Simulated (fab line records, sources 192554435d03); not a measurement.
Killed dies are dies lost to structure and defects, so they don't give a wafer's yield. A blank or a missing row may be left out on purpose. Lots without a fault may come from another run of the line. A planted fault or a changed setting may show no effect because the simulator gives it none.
A struck lot beside a sound one | flow n5_finfet | 14 steps out of a route of 1938
Sound: wafers L146.1, L146.2, L146.6. Struck: wafers L155.2, L155.4, L155.6. The cause comes at the end.
At each step with rows: each side's tool, then ch and its chambers, then its first start. Under that, the readings that differ: sound wafers | struck wafers | difference of the means | sigmas: that difference in standard deviations of wafers without a fault.
alike: readings whose means differ by less than 2 such deviations, and words and numbers that are the same on both sides. not compared: withheld readings, readings that some wafer has no value for, bounds like >300 that may hide the same value, and numbers for which the record gives no deviation and whose values overlap.
The two part at a step that has a row with sigmas, a row that says differs or no value, or rows on one side only. Numbers that don't overlap but have no deviation are shown without sigmas and don't part them. A reading that every wafer of one side lacks parts them only if that side has two wafers or more.

first, 4 steps without rows for these wafers: N5_WELL_APT_OXIDE_STRIP_42 (strips SiO2 in dHF, time 45 s, target depth 12 nm); N5_WELL_APT_PRECLEAN_36 (cleans in O3/DIW, time 45 s); N5_WELL_APT_PRECLEAN_39 (cleans in dHF, time 60 s); N5_WELL_APT_SRD_37 (time 30 s).
N5_WELL_APT_EPI_41: deposits Si from SiH4/H2, target thk 50 nm, time 297.7 s.
  sound on epi_rpcvd-02 ch 0, day 2 10:40; struck on epi_rpcvd-01 ch 0, day 4 16:10
  alike: throttle_valve_pct
N5_WELL_APT_INSPECT_38: inspects for defects (darkfield).
  sound on defect_inspect-02, day 2 11:19; struck on defect_inspect-01, day 4 16:42
  alike: raw_defect_count
N5_PMOS_HMC_CHANNEL_EPI_HM_DEP_34: deposits SiO2 from TEOS/O2, target thk 36 nm, time 6.9 s.
  sound on pecvd-04 ch 0,1,2, day 2 11:21; struck on pecvd-02 ch 1,2, day 4 16:44
  alike: heater_power_w, rf_fwd_power_W, showerhead_plenum_p_Torr, throttle_valve_pct
then, 5 steps without rows for these wafers: N5_PMOS_HMC_CHANNEL_EPI_COAT_31 (time 60 s, resist thk 66 nm); N5_PMOS_HMC_CHANNEL_EPI_COAT_03 (resist thk 205 nm); N5_PMOS_HMC_CHANNEL_EPI_EBR_05; N5_PMOS_HMC_CHANNEL_EPI_SOFTBAKE_04 (time 60 s); N5_PMOS_HMC_CHANNEL_EPI_EXPOSE_06 (exposes mask PMOS HMC BLK, target cd 240 nm).
N5_PMOS_HMC_CHANNEL_EPI_PEB_07: peb time 60 s.
  sound on litho_track-03 ch 0, day 2 11:41; struck on litho_track-05, day 4 16:58
  no value came back on the struck wafers for any of 5 readings (chill_plate_temp_C (C), exhaust_pa (Pa) and others); on the sound wafers chill_plate_temp_C (C) reads 22.99 23.11 22.82
then, 1 step without rows for these wafers: N5_PMOS_HMC_CHANNEL_EPI_DEVELOP_08 (develop time 30 s).

WHERE THEY PART
Only at N5_PMOS_HMC_CHANNEL_EPI_PEB_07, within this record.

WHY: what the simulator had put in
Skipped step whole: litho_track-05, from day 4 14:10 on, at N5_PMOS_HMC_CHANNEL_EPI_PEB_07. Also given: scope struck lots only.
